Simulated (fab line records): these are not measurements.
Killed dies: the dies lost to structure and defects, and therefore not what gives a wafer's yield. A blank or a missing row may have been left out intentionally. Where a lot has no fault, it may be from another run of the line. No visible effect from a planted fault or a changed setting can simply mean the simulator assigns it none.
Code-filled problem report in 8D (eight disciplines) form | flow n5-finfet | the parts of the form that need people (team, actions taken, sign-off) are left out

1. THE ISSUE
Mean RS_SD_P at N5_SD_ACTIVATION_RS_MEAS_03: 64.1 ohm/sq over 6 wafers in 2 lots; fault-free wafers: 56.2 ohm/sq, standard deviation 1.1. That puts it +7.2 standard deviations away from the usual mean.
The step: measures by four-point-probe.
First seen on wafer L140.3, day 6 10:37, on film-metro-01. The record has a number at this step for 27 wafers belonging to 9 lots. Rule for "out" (also "out of limits"): further than 4 standard deviations from the usual mean. All remaining wafers that have a number are taken as sound.

2. WHAT IT IS AND WHAT IT IS NOT
question                    | is                     | is not
which readings at this step | RS_SD_P                | RS_SD_N
which lots                  | L140, L142             | L128, L137, L138, L146, L148, L150, L151
which wafers of those lots  | all that have a number | -
read on which gauges        | film-metro-01          | film-metro-02
when                        | from day 6 10:37       | up to then (9 sound wafers); but 12 sound wafers of L146, L148, L150, L151 came after

3. THE SUSPECTS, EACH WITH WHAT RULES IT OUT
Counting: a tool at any process step up to the reading remains a suspect when it ran all the lots that are out and ran no sound lot after the first of those.
- the gauge at N5_SD_ACTIVATION_RS_MEAS_03 has been ruled out. All the wafers that are out were read on film-metro-01, but those of them that N5_SD_EPI_P_EPI_21 has rows for are out there too, on other tools.
- epi-rpcvd-02 at N5_SD_EPI_P_EPI_21 (deposits SiGe:B, time 355 s): kept. It processed each lot that is out, first L140 at day 6 08:28, and no sound lot thereafter; up to then, the last sound lot it processed was L138 at day 5 20:31. On those wafers its own readings are out: chamber-pressure-Torr.
Left after counting: epi-rpcvd-02 at N5_SD_EPI_P_EPI_21.

4. THE CAUSE (what the simulator had put in)
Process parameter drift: epi-rpcvd-02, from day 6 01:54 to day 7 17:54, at N5_SD_EPI_P_EPI_21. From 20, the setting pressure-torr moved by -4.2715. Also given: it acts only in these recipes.
After counting, this tool was the only one left.

5. THE CHAIN OF EFFECTS, in route order
Each row: a reading whose mean over the struck wafers that have a number lies more than 3 standard deviations from the usual. Readings are gone through only where the record gives a usual standard deviation; hours: the median, over the lots, of the time from a lot's start at the first step in this table giving one to that lot's start at this step; sigmas: the change measured in usual standard deviations.
hours | step                        | reading               | usual       | on struck wafers | change | sigmas
0     | N5_SD_EPI_P_EPI_21          | chamber-pressure-Torr | 19.99 Torr  | 15.70            | -4.29  | -93
2     | N5_SD_ACTIVATION_RS_MEAS_03 | RS_SD_P               | 56.2 ohm/sq | 64.1             | +7.9   | +7.2
175   | N5_BEOL_M4_RC_MEAS_101      | RS_SD_P               | 66.1 ohm/sq | 74.6             | +8.5   | +6.5
Its process steps:
- N5_SD_EPI_P_EPI_21: deposits SiGe:B, time 355 s.

6. WHAT WOULD HAVE CAUGHT IT SOONER
9 hours passed between the start of the fault at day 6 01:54 and the first reading out of limits at a measuring or inspecting step in this record, taken at day 6 10:37.
The tool's own readings at N5_SD_EPI_P_EPI_21 were out on every struck wafer that the step has a row for (chamber-pressure-Torr): an alarm limit on them would have fired on the first of those.
Among the 2 lots that are out, L142 began N5_SD_EPI_P_EPI_21 on epi-rpcvd-02 after day 6 10:37. A tool hold placed at that time would have kept it from harm.
